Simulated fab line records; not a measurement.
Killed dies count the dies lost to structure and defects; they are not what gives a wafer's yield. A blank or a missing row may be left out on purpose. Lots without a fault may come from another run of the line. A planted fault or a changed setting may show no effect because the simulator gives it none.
fab line records	flow nand-harc
[record] lots = 24	wafers = 72	last-day = 33
route steps=1302 shown P_BONDPAD@364 A_ZERO_WELL@403 A_CHANNEL_HOLE_D1@478
lots that met no fault: from a run of the same line without faults
start-h: hours from the record's opening day to when the first of the lot's shown wafers began	wait-h: hours elapsed since this lot's preceding step	" unchanged from the row above	L1.1+2: a single row standing in for several wafers	- no value, or no start given	* or withheld: withheld	< > ~ a bound
route shown NAME@n: NAME is a module with steps in the file, n the number in the route of the first one	usual: mean/standard deviation taken from wafers without a fault	same: alike in all rows	chamber/n: place in a boat	sites: per-site readings	_std_site: the standard deviation of these	_edge_site: mean of outer sites minus mean of inner sites	radius-mm: how far each site lies from the wafer's centre	mask NAME#n: copy n	behind: the tool/chamber that last shaped the wafer	hold: why the lot went on hold/how many hours it stayed there/how the hold came to an end	device: the transistor (n, p or np) that didn't switch	end of line: the same wafers' tests at the end of the route	for a step that has no rows: nothing shown but its recipe	killed: not the wafer's yield, but the dies lost to structure and defects at the first sort	map: the dies of a wafer, with x for killed, . for not killed, _ for no die there
set.NAME: the setting the step ran with; set.NAME@STEP: the setting that earlier step ran with	model.NAME: the simulator's own value behind a step, which no gauge read
a sample of lots followed through the steps of the route, with each step as a table and each wafer as a row
services: from which hour (start-h, from the record's first day; less than 0 if before it) a tool's chamber was out of use, for how many hours, and why
[[steps]]
[step NHARC_P_BONDPAD_CD_MEAS_09]
[recipe] target-cd-nm = 500	landing-energy-ev = 500
[usual] cd-nm = 501/3.8
lot.wafer	tool	chamber	start-h	wait-h	cd-nm
L075.1	cd-sem-02	0	147.37	-	499
L075.4	"	0	"	"	498
L075.5	"	0	"	"	497
L074.3	cd-sem-02	0	148.14	-	507
L074.4	"	0	"	"	506
L074.5	"	0	"	"	505
L076.1	cd-sem-01	0	159.74	-	500
L076.3	"	0	"	"	502
L076.4	"	0	"	"	502
L077.2	cd-sem-01	0	176.53	-	496
L077.4	"	0	"	"	496
L077.6	"	0	"	"	495
L078.1	cd-sem-03	0	181.48	-	501
L078.4	"	0	"	"	494
L078.6	"	0	"	"	496
L079.1	cd-sem-03	0	187.32	-	502
L079.2	"	0	"	"	503
L079.6	"	0	"	"	499
L080.1	cd-sem-01	0	195.48	-	499
L080.2	"	0	"	"	497
L080.3	"	0	"	"	498
L081.1	cd-sem-03	0	202.11	-	507
L081.3	"	0	"	"	506
L081.5	"	0	"	"	506
L082.1	cd-sem-03	0	212.89	-	500
L082.3	"	0	"	"	499
L082.4	"	0	"	"	499
L083.2	cd-sem-01	0	225.59	-	496
L083.4	"	0	"	"	494
L083.5	"	0	"	"	496
L084.1	cd-sem-03	0	237.00	-	507
L084.3	"	0	"	"	506
L084.4	"	0	"	"	505
L085.2	cd-sem-02	0	244.31	-	496
L085.3	"	0	"	"	496
L085.6	"	0	"	"	499
L086.1	cd-sem-03	0	250.82	-	505
L086.4	"	0	"	"	507
L086.6	"	0	"	"	506
L087.1	cd-sem-01	0	278.64	-	504
L087.3	"	0	"	"	502
L087.4	"	0	"	"	505
L089.1	cd-sem-02	0	279.63	-	506
L089.2	"	0	"	"	501
L089.6	"	0	"	"	505
L088.3	cd-sem-03	0	281.31	-	507
L088.4	"	0	"	"	503
L088.6	"	0	"	"	502
L090.3	cd-sem-01	0	298.40	-	502
L090.4	"	0	"	"	506
L090.5	"	0	"	"	499
L091.1	cd-sem-01	0	302.94	-	496
L091.2	"	0	"	"	502
L091.6	"	0	"	"	500
L092.1	cd-sem-01	0	312.82	-	501
L092.2	"	0	"	"	502
L092.6	"	0	"	"	501
L093.1	cd-sem-03	0	321.62	-	503
L093.5	"	0	"	"	504
L093.6	"	0	"	"	498
L094.1	cd-sem-02	0	340.49	-	497
L094.4	"	0	"	"	502
L094.6	"	0	"	"	498
L095.1	cd-sem-02	0	345.28	-	503
L095.3	"	0	"	"	501
L095.5	"	0	"	"	501
L096.1	cd-sem-01	0	350.02	-	496
L096.2	"	0	"	"	499
L096.4	"	0	"	"	496
L097.1	cd-sem-02	0	364.67	-	506
L097.4	"	0	"	"	506
L097.6	"	0	"	"	504
[step NHARC_P_BONDPAD_DEGAS_25]
[recipe] temp-c = 300	time-s = 60
[usual] heater-power-w = 472/60
lot.wafer	tool	chamber	start-h	wait-h	heater-power-w
L075.4	pvd-sputter-01	-	148.55	-	436
L075.1	"	-	"	"	511
L075.5	"	-	"	"	450
L074.4	pvd-sputter-03	-	149.29	-	405
L074.3	"	-	"	"	588
L074.5	"	-	"	"	411
L076.4	pvd-sputter-03	-	164.83	-	468
L076.1	"	-	"	"	418
L076.3	"	-	"	"	517
L077.4	pvd-sputter-01	-	177.68	-	507
L077.2	"	-	"	"	440
L077.6	"	-	"	"	439
L078.4	pvd-sputter-02	-	182.64	-	402
L078.1	"	-	"	"	550
L078.6	"	-	"	"	393
L079.2	pvd-sputter-02	-	188.47	-	468
L079.1	"	-	"	"	378
L079.6	"	-	"	"	476
L080.2	pvd-sputter-03	-	196.63	-	466
L080.3	"	-	"	"	408
L080.1	"	-	"	"	527
L081.1	pvd-sputter-01	-	203.30	-	473
L081.3	"	-	"	"	504
L081.5	"	-	"	"	465
L082.1	pvd-sputter-03	-	214.05	-	517
L082.4	"	-	"	"	465
L082.3	"	-	"	"	411
L083.4	pvd-sputter-02	-	226.75	-	468
L083.2	"	-	"	"	396
L083.5	"	-	"	"	381
L084.4	pvd-sputter-02	-	238.19	-	390
L084.1	"	-	"	"	566
L084.3	"	-	"	"	479
L085.2	pvd-sputter-01	-	245.46	-	460
L085.3	"	-	"	"	454
L085.6	"	-	"	"	467
L086.4	pvd-sputter-01	-	251.98	-	459
L086.1	"	-	"	"	451
L086.6	"	-	"	"	450
L087.1	pvd-sputter-01	-	279.80	-	448
L087.4	"	-	"	"	499
L087.3	"	-	"	"	456
L089.1	pvd-sputter-03	-	280.80	-	468
L089.2	"	-	"	"	598
L089.6	"	-	"	"	536
L088.4	pvd-sputter-03	-	282.46	-	617
L088.3	"	-	"	"	515
L088.6	"	-	"	"	522
L090.4	pvd-sputter-03	-	299.55	-	598
L090.3	"	-	"	"	509
L090.5	"	-	"	"	513
L091.2	pvd-sputter-01	-	304.11	-	460
L091.1	"	-	"	"	486
L091.6	"	-	"	"	461
L092.1	pvd-sputter-01	-	313.98	-	503
L092.2	"	-	"	"	460
L092.6	"	-	"	"	495
L093.1	pvd-sputter-03	-	322.80	-	401
L093.5	"	-	"	"	603
L093.6	"	-	"	"	518
L094.4	pvd-sputter-02	-	341.64	-	387
L094.1	"	-	"	"	482
L094.6	"	-	"	"	389
L095.1	pvd-sputter-02	-	346.44	-	481
L095.3	"	-	"	"	396
L095.5	"	-	"	"	409
L096.4	pvd-sputter-02	-	351.17	-	397
L096.2	"	-	"	"	411
L096.1	"	-	"	"	549
L097.4	pvd-sputter-03	-	365.87	-	446
L097.1	"	-	"	"	418
L097.6	"	-	"	"	519
[step NHARC_A_ZERO_WELL_DESCUM_12]
[recipe] time-s = 3	o2-flow-sccm = 200	ar-flow-sccm = 0	bias-power-w = 0	chemistry = O2
[usual] drypump-motor-current-A = 5.7/0.4	oes-product-au = 1.000/0.012	rf-vpp-V = 57.6/0.93	showerhead-plenum-p-Torr = 1.87/0.083	throttle-valve-pct = 11.311/0.0086
lot.wafer	tool	chamber	start-h	wait-h	drypump-motor-current-A	oes-product-au	rf-hours-counter-h	rf-vpp-V	showerhead-plenum-p-Torr	throttle-valve-pct
L075.4	rie-diel-08	3	151.49	-	5.8	0.995	3	58.7	2.01	11.302
L075.1	"	0	"	"	6.3	1.012	3	56.2	1.79	11.310
L075.5	"	0	"	"	6.3	1.008	-	57.2	1.79	11.308
L074.3	rie-diel-08	2	152.40	-	5.7	0.984	3	57.9	1.87	11.318
L074.4	"	3	"	"	5.8	0.982	3	57.4	2.01	11.311
L074.5	"	2	"	"	5.7	0.997	-	57.1	1.87	11.307
L076.3	rie-diel-08	1	168.78	-	5.2	1.008	3	57.9	1.79	11.316
L076.4	"	2	"	"	5.7	1.006	3	58.6	1.87	11.314
L076.1	"	3	"	"	5.8	0.986	3	58.1	2.01	11.307
L077.4	rie-diel-08	0	180.64	-	6.3	1.008	3	55.2	1.79	11.301
L077.2	"	1	"	"	5.2	0.998	4	56.6	1.79	11.322
L077.6	"	2	"	"	5.6	1.010	-	55.7	1.87	11.292
L078.1	rie-diel-08	3	185.74	-	5.8	0.999	4	57.5	2.01	11.313
L078.4	"	2	"	"	5.7	1.000	4	59.9	1.87	11.310
L078.6	"	3	"	"	5.8	0.997	-	58.1	2.01	11.329
L079.1	rie-diel-12	1	191.46	-	5.9	0.996	24	58.5	1.90	11.295
L079.2	"	2	"	"	5.7	1.016	22	58.3	1.80	11.322
L079.6	"	0	"	"	4.9	1.015	-	56.6	1.85	11.299
L080.2	rie-diel-12	1	199.61	-	6.0	0.985	25	58.3	1.90	11.305
L080.3	"	2	"	"	5.7	1.007	24	57.4	1.80	11.315
L080.1	"	3	"	"	5.9	1.016	9	58.3	2.00	11.311
L081.3	rie-diel-03	3	206.42	-	5.8	0.999	29	59.2	1.86	11.304
L081.1	"	0	"	"	6.1	0.995	31	57.0	1.86	11.312
L081.5	"	3	"	"	5.8	0.996	-	58.0	1.86	11.302
L082.3	rie-diel-08	1	217.21	-	5.2	1.025	0	58.0	1.79	11.306
L082.1	"	3	"	"	5.8	0.990	0	58.1	2.01	11.324
L082.4	"	0	"	"	6.3	0.981	0	56.7	1.79	11.322
L083.2	rie-diel-08	2	229.72	-	5.7	0.983	1	58.0	1.87	11.311
L083.4	"	1	"	"	5.2	1.001	1	57.5	1.79	11.311
L083.5	"	2	"	"	5.6	0.991	-	58.2	1.87	11.318
L084.4	rie-diel-08	0	241.27	-	6.3	0.988	1	56.3	1.79	11.307
L084.3	"	1	"	"	5.2	1.013	1	57.9	1.79	11.319
L084.1	"	2	"	"	5.7	0.984	1	58.2	1.87	11.313
L085.2	rie-diel-12	2	248.43	-	5.7	1.006	32	56.9	1.80	11.319
L085.3	"	3	"	"	5.9	1.008	18	58.9	1.99	11.304
L085.6	"	0	"	"	4.9	1.017	-	58.2	1.85	11.297
L086.1	rie-diel-08	2	255.11	-	5.7	0.995	1	58.7	1.87	11.304
L086.4	"	3	"	"	5.8	0.995	1	58.6	2.01	11.326
L086.6	"	1	"	"	5.2	1.009	-	56.6	1.79	11.317
L087.1	rie-diel-12	3	282.89	-	5.9	1.011	0	57.7	1.99	11.333
L087.3	"	1	"	"	5.9	1.023	0	57.3	1.90	11.312
L087.4	"	2	"	"	5.7	1.021	0	56.8	1.80	11.312
L089.1	rie-diel-08	0	283.92	-	6.3	0.995	2	55.7	1.78	11.320
L089.2	"	1	"	"	5.2	1.017	2	56.7	1.79	11.322
L089.6	"	3	"	"	5.8	0.987	-	57.5	2.01	11.319
L088.4	rie-diel-08	1	285.42	-	5.1	1.024	2	57.3	1.79	11.314
L088.3	"	3	"	"	5.8	0.980	2	58.2	2.01	11.307
L088.6	"	1	"	"	5.2	1.013	-	58.0	1.79	11.302
L090.3	rie-diel-12	1	302.65	-	5.9	1.015	3	58.2	1.90	11.310
L090.4	"	0	"	"	4.9	1.007	4	56.6	1.85	11.321
L090.5	"	2	"	"	5.7	1.010	-	58.7	1.80	11.309
L091.2	rie-diel-12	0	307.17	-	5.0	1.005	4	58.6	1.85	11.312
L091.1	"	3	"	"	5.9	1.007	4	59.1	1.99	11.303
L091.6	"	3	"	"	5.9	0.995	-	58.0	1.99	11.314
L092.2	rie-diel-08	2	317.11	-	5.6	1.001	3	56.2	1.87	11.324
L092.1	"	3	"	"	5.8	0.986	3	59.3	2.01	11.315
L092.6	"	0	"	"	6.3	0.986	-	57.3	1.78	11.311
L093.1	rie-diel-08	3	325.86	-	5.8	0.989	3	59.2	2.01	11.306
L093.5	"	3	"	"	5.8	0.978	-	59.8	2.01	11.303
L093.6	"	0	"	"	6.3	0.980	-	57.1	1.78	11.304
L094.1	rie-diel-08	1	344.78	-	5.2	1.019	4	57.3	1.79	11.316
L094.4	"	2	"	"	5.7	0.990	4	58.1	1.87	11.311
L094.6	"	2	"	"	5.6	1.006	-	57.8	1.87	11.312
L095.3	rie-diel-12	2	349.38	-	5.7	1.000	15	56.5	1.79	11.307
L095.1	"	3	"	"	5.9	1.002	17	57.6	1.99	11.324
L095.5	"	1	"	"	5.9	1.011	-	57.6	1.90	11.318
L096.2	rie-diel-12	3	354.26	-	5.9	0.999	17	59.4	1.99	11.310
L096.1	"	1	"	"	5.9	1.008	13	57.5	1.89	11.329
L096.4	"	2	"	"	5.7	0.994	-	56.4	1.79	11.321
L097.1	rie-diel-03	3	371.75	-	5.9	0.995	21	57.9	1.85	11.322
L097.4	"	2	"	"	6.0	1.001	22	57.1	1.96	11.297
L097.6	"	3	"	"	5.8	0.988	-	58.3	1.85	11.313
[step NHARC_A_ZERO_WELL_INSPECT_17]
[usual] raw-defect-count = 10/6.4
lot.wafer	tool	chamber	start-h	wait-h	raw-defect-count
L075.1	defect-inspect-02	-	152.79	0.2	17
L075.4	"	-	"	"	19
L075.5	"	-	"	"	8
L074.3	defect-inspect-01	-	154.10	0.1	19
L074.4	"	-	"	"	12
L074.5	"	-	"	"	7
L076.1	defect-inspect-02	-	170.07	0.2	15
L076.3	"	-	"	"	16
L076.4	"	-	"	"	24
L077.2	defect-inspect-01	-	181.95	0.1	10
L077.4	"	-	"	"	9
L077.6	"	-	"	"	7
L078.1	defect-inspect-02	-	187.05	0.2	26
L078.4	"	-	"	"	6
L078.6	"	-	"	"	7
L079.1	defect-inspect-01	-	192.83	0.2	10
L079.2	"	-	"	"	5
L079.6	"	-	"	"	3
L080.1	defect-inspect-02	-	200.92	0.2	10
L080.2	"	-	"	"	7
L080.3	"	-	"	"	0
L081.1	defect-inspect-01	-	207.78	0.2	12
L081.3	"	-	"	"	7
L081.5	"	-	"	"	8
L082.1	defect-inspect-01	-	218.68	0.2	18
L082.3	"	-	"	"	8
L082.4	"	-	"	"	8
L083.2	defect-inspect-01	-	231.02	0.1	4
L083.4	"	-	"	"	4
L083.5	"	-	"	"	0
L084.1	defect-inspect-02	-	242.56	0.2	8
L084.3	"	-	"	"	23
L084.4	"	-	"	"	13
L085.2	defect-inspect-02	-	249.71	0.1	8
L085.3	"	-	"	"	6
L085.6	"	-	"	"	11
L086.1	defect-inspect-02	-	256.40	0.2	5
L086.4	"	-	"	"	7
L086.6	"	-	"	"	3
L087.1	defect-inspect-01	-	284.21	0.2	9
L087.3	"	-	"	"	7
L087.4	"	-	"	"	3
L089.1	defect-inspect-01	-	285.21	0.2	12
L089.2	"	-	"	"	19
L089.6	"	-	"	"	17
L088.3	defect-inspect-01	-	286.74	0.1	8
L088.4	"	-	"	"	4
L088.6	"	-	"	"	5
L090.3	defect-inspect-01	-	303.95	0.1	7
L090.4	"	-	"	"	8
L090.5	"	-	"	"	7
L091.1	defect-inspect-01	-	308.50	0.2	11
L091.2	"	-	"	"	10
L091.6	"	-	"	"	11
L092.1	defect-inspect-02	-	318.40	0.2	26
L092.2	"	-	"	"	23
L092.6	"	-	"	"	33
L093.1	defect-inspect-01	-	327.16	0.2	5
L093.5	"	-	"	"	1
L093.6	"	-	"	"	4
L094.1	defect-inspect-02	-	346.20	0.2	7
L094.4	"	-	"	"	6
L094.6	"	-	"	"	8
L095.1	defect-inspect-02	-	350.67	0.2	15
L095.3	"	-	"	"	8
L095.5	"	-	"	"	5
L096.1	defect-inspect-02	-	355.60	0.2	7
L096.2	"	-	"	"	9
L096.4	"	-	"	"	11
L097.1	defect-inspect-02	-	373.16	0.2	25
L097.4	"	-	"	"	4
L097.6	"	-	"	"	9
[step NHARC_A_CHANNEL_HOLE_D1_ETCH_26]
[recipe] bias-v = 300	source-w = 2000	pressure-mtorr = 30	time-s = 224.1	ar-flow-sccm = 375	c4f8-flow-sccm = 11.4	o2-flow-sccm = 113.6	temp-c = -20	target-depth-a = 3000	chemistry = C4F8/O2/Ar
[usual] bias-v = 300/3.2	c4f8-flow-sccm = 11.40/0.032	drypump-motor-current-A = 5.3/0.47	showerhead-plenum-p-Torr = 3.67/0.1	temp-c = -20.00/0.092	throttle-valve-pct = 24.584/0.0095
lot.wafer	tool	chamber	start-h	wait-h	bias-v	c4f8-flow-sccm	drypump-motor-current-A	rf-hours-counter-h	showerhead-plenum-p-Torr	temp-c	throttle-valve-pct
L075.1	har-etch-01	1	202.96	0.6	297	11.40	4.7	92	3.71	-19.98	24.584
L075.4	"	0	"	"	306	11.40	5.6	-	3.55	-19.96	24.595
L075.5	"	0	"	"	305	11.43	5.7	-	3.55	-19.94	24.589
L074.4	har-etch-02	1	204.36	0.5	303	11.45	5.9	-	3.81	-19.98	24.570
L074.3	"	0	"	"	300	11.38	4.9	-	3.67	-20.09	24.585
L074.5	"	0	"	"	299	11.45	4.9	-	3.67	-19.88	24.582
L076.1	har-etch-01	0	218.20	0.7	303	11.43	5.6	104	3.55	-19.85	24.572
L076.3	"	0	"	"	298	11.45	5.6	-	3.55	-19.95	24.586
L076.4	"	1	"	"	300	11.40	4.7	-	3.70	-20.05	24.569
L077.2	har-etch-02	0	225.39	0.6	299	11.41	5.0	316	3.67	-20.12	24.588
L077.4	"	0	"	"	297	11.44	4.9	-	3.67	-19.97	24.574
L077.6	"	1	"	"	299	11.40	5.9	-	3.80	-19.79	24.583
L078.1	har-etch-01	0	226.58	0.6	302	11.41	5.6	111	3.54	-20.05	24.577
L078.4	"	0	"	"	298	11.38	5.6	-	3.54	-20.12	24.595
L078.6	"	1	"	"	304	11.34	4.8	-	3.70	-20.00	24.596
L079.2	har-etch-01	1	234.48	0.7	300	11.36	4.7	115	3.69	-20.05	24.566
L079.1	"	0	"	"	300	11.42	5.6	115	3.54	-19.92	24.577
L079.6	"	0	"	"	302	11.42	5.6	-	3.54	-19.92	24.576
L080.1	har-etch-02	1	242.66	0.7	300	11.40	5.9	324	3.80	-20.01	24.583
L080.2	"	0	"	"	298	11.40	4.9	324	3.66	-20.02	24.593
L080.3	"	1	"	"	307	11.36	5.8	-	3.80	-20.06	24.590
L081.1	har-etch-01	1	253.68	0.6	300	11.38	4.8	123	3.69	-20.18	24.598
L081.3	"	0	"	"	295	11.35	5.6	-	3.53	-20.03	24.594
L081.5	"	1	"	"	299	11.38	4.8	-	3.69	-20.10	24.591
L082.1	har-etch-01	1	268.96	0.7	303	11.43	4.8	135	3.68	-20.09	24.582
L082.4	"	1	"	"	299	11.36	4.8	-	3.68	-20.08	24.589
L082.3	"	0	"	"	298	11.47	5.6	-	3.53	-20.18	24.570
L083.2	har-etch-02	1	277.13	0.7	301	11.41	5.9	350	3.78	-20.15	24.587
L083.4	"	0	"	"	297	11.37	4.9	-	3.65	-20.15	24.573
L083.5	"	1	"	"	303	11.32	5.8	-	3.79	-20.06	24.605
L084.1	har-etch-02	0	284.09	0.6	303	11.37	4.9	340	3.65	-19.89	24.576
L084.3	"	1	"	"	302	11.40	5.9	-	3.78	-19.92	24.589
L084.4	"	0	"	"	299	11.34	4.9	-	3.65	-19.91	24.583
L085.2	har-etch-02	0	292.54	0.6	301	11.40	5.0	347	3.65	-20.02	24.581
L085.3	"	0	"	"	301	11.45	4.9	-	3.65	-19.83	24.574
L085.6	"	0	"	"	303	11.40	4.9	-	3.65	-19.94	24.592
L086.1	har-etch-01	0	301.20	0.7	303	11.39	5.6	157	3.52	-20.00	24.587
L086.4	"	1	"	"	303	11.38	4.7	-	3.67	-20.04	24.590
L086.6	"	0	"	"	298	11.39	5.6	-	3.52	-20.05	24.569
L089.1	har-etch-02	1	329.73	0.7	300	11.40	5.8	377	3.77	-20.13	24.584
L089.2	"	0	"	"	298	11.37	4.9	362	3.64	-19.85	24.585
L089.6	"	1	"	"	302	11.36	5.9	-	3.77	-20.07	24.579
L088.3	har-etch-01	0	331.91	0.5	304	11.36	5.6	-	3.51	-20.07	24.582
L088.4	"	1	"	"	296	11.38	4.8	-	3.66	-19.97	24.582
L088.6	"	1	"	"	298	11.35	4.8	-	3.66	-19.93	24.586
L087.1	har-etch-02	0	333.89	0.7	301	11.36	4.9	366	3.64	-20.08	24.577
L087.4	"	0	"	"	304	11.40	4.9	-	3.64	-20.05	24.593
L087.3	"	1	"	"	298	11.39	5.9	-	3.77	-20.07	24.573
L090.4	har-etch-02	0	350.76	0.5	298	11.40	4.9	-	3.63	-19.73	24.577
L090.3	"	1	"	"	299	11.43	5.9	-	3.76	-19.74	24.595
L090.5	"	0	"	"	298	11.38	4.9	-	3.63	-20.11	24.576
L091.1	har-etch-02	1	354.88	0.7	302	11.39	5.9	400	3.76	-20.05	24.593
L091.2	"	0	"	"	298	11.39	4.9	385	3.63	-20.03	24.574
L091.6	"	1	"	"	302	11.40	5.9	-	3.76	-19.89	24.594
L092.2	har-etch-02	0	361.73	0.7	297	11.38	4.9	389	3.62	-19.91	24.596
L092.1	"	1	"	"	294	11.46	5.9	404	3.75	-20.05	24.588
L092.6	"	1	"	"	298	11.38	5.9	-	3.75	-19.98	24.565
L093.1	har-etch-02	1	368.44	0.6	299	11.39	5.9	408	3.75	-20.07	24.564
L093.5	"	0	"	"	300	11.37	4.9	-	3.62	-20.06	24.589
L093.6	"	1	"	"	299	11.36	5.9	-	3.75	-20.06	24.578
L094.1	har-etch-01	0	392.48	0.7	301	11.40	5.6	207	3.49	-19.99	24.588
L094.4	"	0	"	"	300	11.42	5.6	-	3.49	-19.96	24.582
L094.6	"	0	"	"	301	11.41	5.6	-	3.49	-19.92	24.588
L095.1	har-etch-01	0	396.65	0.7	294	11.38	5.6	211	3.49	-19.89	24.584
L095.3	"	0	"	"	301	11.42	5.6	-	3.49	-20.00	24.598
L095.5	"	1	"	"	294	11.46	4.8	-	3.64	-19.95	24.565
L096.2	har-etch-02	0	401.61	0.7	300	11.34	4.9	7	3.99	-19.94	24.572
L096.1	"	1	"	"	304	11.36	5.9	7	3.74	-19.82	24.577
L096.4	"	0	"	"	298	11.36	4.9	-	3.99	-20.04	24.577
L097.1	har-etch-01	1	416.38	0.6	305	11.34	4.8	222	3.63	-20.09	24.583
L097.4	"	0	"	"	302	11.37	5.6	-	3.48	-20.06	24.601
L097.6	"	1	"	"	305	11.42	4.8	-	3.63	-20.04	24.592
[step NHARC_A_CHANNEL_HOLE_D1_CD_MEAS_30]
[usual] cd-nm = 89.8/1.8
lot.wafer	tool	chamber	start-h	wait-h	cd-nm
L075.1	cd-sem-03	-	204.82	-	88.2
L075.4	"	-	"	"	86.9
L075.5	"	-	"	"	88.3
L074.3	cd-sem-01	-	206.23	0.1	89.9
L074.4	"	-	"	"	88.9
L074.5	"	-	"	"	90.3
L076.1	cd-sem-02	-	219.94	-	89.9
L076.3	"	-	"	"	88.6
L076.4	"	-	"	"	87.4
L077.2	cd-sem-02	-	227.10	-	88.8
L077.4	"	-	"	"	92.0
L077.6	"	-	"	"	88.1
L078.1	cd-sem-03	-	228.29	-	93.4
L078.4	"	-	"	"	90.9
L078.6	"	-	"	"	94.4
L079.1	cd-sem-03	-	236.22	-	93.9
L079.2	"	-	"	"	89.3
L079.6	"	-	"	"	90.9
L080.1	cd-sem-01	-	244.42	-	89.8
L080.2	"	-	"	"	89.0
L080.3	"	-	"	"	89.6
L081.1	cd-sem-03	-	255.39	-	91.6
L081.3	"	-	"	"	90.5
L081.5	"	-	"	"	91.1
L082.1	cd-sem-02	-	270.74	0.1	91.2
L082.3	"	-	"	"	90.5
L082.4	"	-	"	"	88.9
L083.2	cd-sem-02	-	278.88	-	89.8
L083.4	"	-	"	"	91.4
L083.5	"	-	"	"	89.8
L084.1	cd-sem-03	-	285.79	-	88.2
L084.3	"	-	"	"	86.4
L084.4	"	-	"	"	88.5
L085.2	cd-sem-03	-	294.25	-	91.9
L085.3	"	-	"	"	89.3
L085.6	"	-	"	"	88.2
L086.1	cd-sem-03	-	302.98	0.1	92.3
L086.4	"	-	"	"	90.6
L086.6	"	-	"	"	89.1
L089.1	cd-sem-03	-	331.47	-	89.6
L089.2	"	-	"	"	88.8
L089.6	"	-	"	"	85.1
L088.3	cd-sem-03	-	333.63	-	91.8
L088.4	"	-	"	"	91.5
L088.6	"	-	"	"	88.8
L087.1	cd-sem-02	-	335.62	-	87.5
L087.3	"	-	"	"	90.7
L087.4	"	-	"	"	89.9
L090.3	cd-sem-03	-	352.47	0.1	89.5
L090.4	"	-	"	"	91.6
L090.5	"	-	"	"	90.4
L091.1	cd-sem-03	-	356.61	-	90.4
L091.2	"	-	"	"	88.7
L091.6	"	-	"	"	89.3
L092.1	cd-sem-03	-	363.58	-	87.0
L092.2	"	-	"	"	87.1
L092.6	"	-	"	"	88.0
L093.1	cd-sem-02	-	370.14	-	92.0
L093.5	"	-	"	"	93.3
L093.6	"	-	"	"	88.6
L094.1	cd-sem-03	-	394.21	-	87.6
L094.4	"	-	"	"	90.6
L094.6	"	-	"	"	89.4
L095.1	cd-sem-01	-	398.40	-	91.1
L095.3	"	-	"	"	92.7
L095.5	"	-	"	"	89.9
L096.1	cd-sem-02	-	403.35	-	88.8
L096.2	"	-	"	"	90.1
L096.4	"	-	"	"	88.5
L097.1	cd-sem-02	-	418.25	-	88.9
L097.4	"	-	"	"	90.2
L097.6	"	-	"	"	92.7
[[services]]
tool	chamber	start-h	hours	kind
pvd-sputter-03	-	156.73	7.7	repair
pvd-sputter-01	-	158.63	3.7	repair
pvd-sputter-03	-	170.04	10.0	pm
rie-diel-12	-	174.34	0.3	repair
rie-diel-12	1	178.44	1.3	repair
rie-diel-08	-	190.80	9.0	pm
pvd-sputter-01	-	196.05	4.5	repair
pvd-sputter-01	-	210.28	1.8	repair
pvd-sputter-03	-	221.01	27.1	repair
pvd-sputter-01	-	230.13	3.5	repair
rie-diel-12	0	232.95	4.6	repair
rie-diel-12	-	268.40	9.0	pm
rie-diel-12	1	303.13	10.8	repair
pvd-sputter-03	-	325.70	3.4	repair
rie-diel-12	-	337.04	2.0	repair
rie-diel-08	2	342.64	1.7	repair
pvd-sputter-03	-	348.04	10.0	pm
rie-diel-12	0	352.12	11.8	repair
rie-diel-12	-	355.27	22.6	repair
rie-diel-08	3	362.47	2.1	repair
rie-diel-08	-	367.80	9.0	pm
har-etch-02	-	377.00	17.0	pm
pvd-sputter-03	-	388.69	5.5	repair
pvd-sputter-01	-	411.59	10.0	pm
[[key]]
fault none
